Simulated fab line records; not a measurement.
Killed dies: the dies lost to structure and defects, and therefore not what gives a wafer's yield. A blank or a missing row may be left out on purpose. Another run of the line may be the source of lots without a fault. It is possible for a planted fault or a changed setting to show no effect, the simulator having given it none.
Which tool was responsible? | flow n5-finfet | 8 lots with 24 wafers sampled at 5 steps, on a route of 1938 steps

== WHAT THE GAUGES READ, wafer by wafer ==
N5_FIN_SAQP_INSPECT_40: inspects for defects (brightfield).
lot  | measured    | on                | raw-defect-count
L753 | day 2 04:03 | defect-inspect-01 | 181 184 170
L755 | day 2 16:01 | defect-inspect-01 | 266 238 268
L756 | day 2 20:40 | defect-inspect-02 | 215 173 196
L758 | day 3 10:36 | defect-inspect-02 | 200 163 373
L760 | day 3 21:08 | defect-inspect-01 | 304 362 241
L763 | day 4 14:29 | defect-inspect-01 | 333 318 202
L765 | day 5 02:47 | defect-inspect-01 | 290 319 146
L773 | day 7 03:43 | defect-inspect-02 | 313 1947 1937

== TOOL THAT RAN EACH LOT (tool first, then ch and the chambers of the sampled wafers, then the start) ==
lot  | N5_FIN_SAQP_RECESS_75             | N5_FIN_SAQP_MANDREL_ETCH_58     | N5_FIN_SAQP_ETCH_69               | N5_FIN_SAQP_SPACER2_ETCHBACK_29
L753 | vapor-etch-01 ch 1, day 1 23:53   | rie-si-04 ch 2,3, day 2 01:47   | rie-diel-01 ch 0,3, day 2 02:20   | rie-diel-05 ch 0,1,3, day 2 03:16
L755 | vapor-etch-01 ch 0,1, day 2 11:49 | rie-si-02 ch 0,2,3, day 2 13:29 | rie-diel-04 ch 1,2,3, day 2 14:07 | rie-diel-05 ch 0,1,2, day 2 15:07
L756 | vapor-etch-01 ch 0,1, day 2 16:38 | rie-si-04 ch 2,3, day 2 18:16   | rie-diel-04 ch 1,2,3, day 2 18:48 | rie-diel-04 ch 0,1,2, day 2 19:42
L758 | vapor-etch-01 ch 0,1, day 3 06:34 | rie-si-04 ch 1,2,3, day 3 08:19 | rie-diel-04 ch 0,1,3, day 3 08:53 | rie-diel-04 ch 1,2,3, day 3 09:50
L760 | vapor-etch-01 ch 0,1, day 3 17:38 | rie-si-05 ch 1,2, day 3 19:08   | rie-diel-04 ch 2,3, day 3 19:40   | rie-diel-04 ch 0,3, day 3 20:22
L763 | vapor-etch-02 ch 0,1, day 4 11:00 | rie-si-04 ch 0,1,2, day 4 12:29 | rie-diel-05 ch 0,1,3, day 4 13:01 | rie-diel-05 ch 0,2, day 4 13:39
L765 | vapor-etch-01 ch 0,1, day 4 22:43 | rie-si-02 ch 0,2,3, day 5 00:51 | rie-diel-04 ch 1,2,3, day 5 01:23 | rie-diel-01 ch 1,2,3, day 5 02:01
L773 | vapor-etch-02 ch 0,1, day 6 23:31 | rie-si-04 ch 0,1,2, day 7 01:25 | rie-diel-01 ch 0,1,2, day 7 02:05 | rie-diel-04 ch 0,1,3, day 7 02:50
- N5_FIN_SAQP_RECESS_75: chemistry HF/NH3, target SiO2, target depth 14.4 nm, afs cycles 3, sublimation time 60 s.
- N5_FIN_SAQP_MANDREL_ETCH_58: etches a-Si in HBr/Cl2, stops on SiNx, target depth 45 nm, bt time 10 s, time 27 s.
- N5_FIN_SAQP_ETCH_69: etches SOC in N2/H2, stops on SiNx, target depth 150 nm.
- N5_FIN_SAQP_SPACER2_ETCHBACK_29: etches SiO2 in CHF3/O2, target depth 12.2 nm, time 6.1 s.

== THE ANSWER, worked out from the rows above alone ==
Rule: what is usual is taken from the lots themselves. The widest of any qualifying gaps counts: lots, ordered by their means at a reading, are off when they make up no more than a third of the lots, leave a main group of 4 or more, and stand apart from it by 3 or more times the standard deviation of that group's means. A main group is skipped when, at the precision printed for the reading in the tables above, its means are all equal. Also off: a lot with no number at a reading for which 4 or more lots have one. All remaining lots with rows at the step are treated as sound.
Off: L773, at N5_FIN_SAQP_INSPECT_40 (raw-defect-count). Main group: mean 245, sd 41.
If a tool, at a process step before that reading, ran all the lots that are off and no sound lot after the first of them, it fits. Gauges at N5_FIN_SAQP_INSPECT_40: tried the same way as those tools. Can't be told from this: 5 tools fit, vapor-etch-02 at N5_FIN_SAQP_RECESS_75, rie-si-04 at N5_FIN_SAQP_MANDREL_ETCH_58, rie-diel-01 at N5_FIN_SAQP_ETCH_69, rie-diel-04 at N5_FIN_SAQP_SPACER2_ETCHBACK_29, defect-inspect-02 at N5_FIN_SAQP_INSPECT_40.

== WHAT HAD BEEN PUT IN BY THE SIMULATOR ==
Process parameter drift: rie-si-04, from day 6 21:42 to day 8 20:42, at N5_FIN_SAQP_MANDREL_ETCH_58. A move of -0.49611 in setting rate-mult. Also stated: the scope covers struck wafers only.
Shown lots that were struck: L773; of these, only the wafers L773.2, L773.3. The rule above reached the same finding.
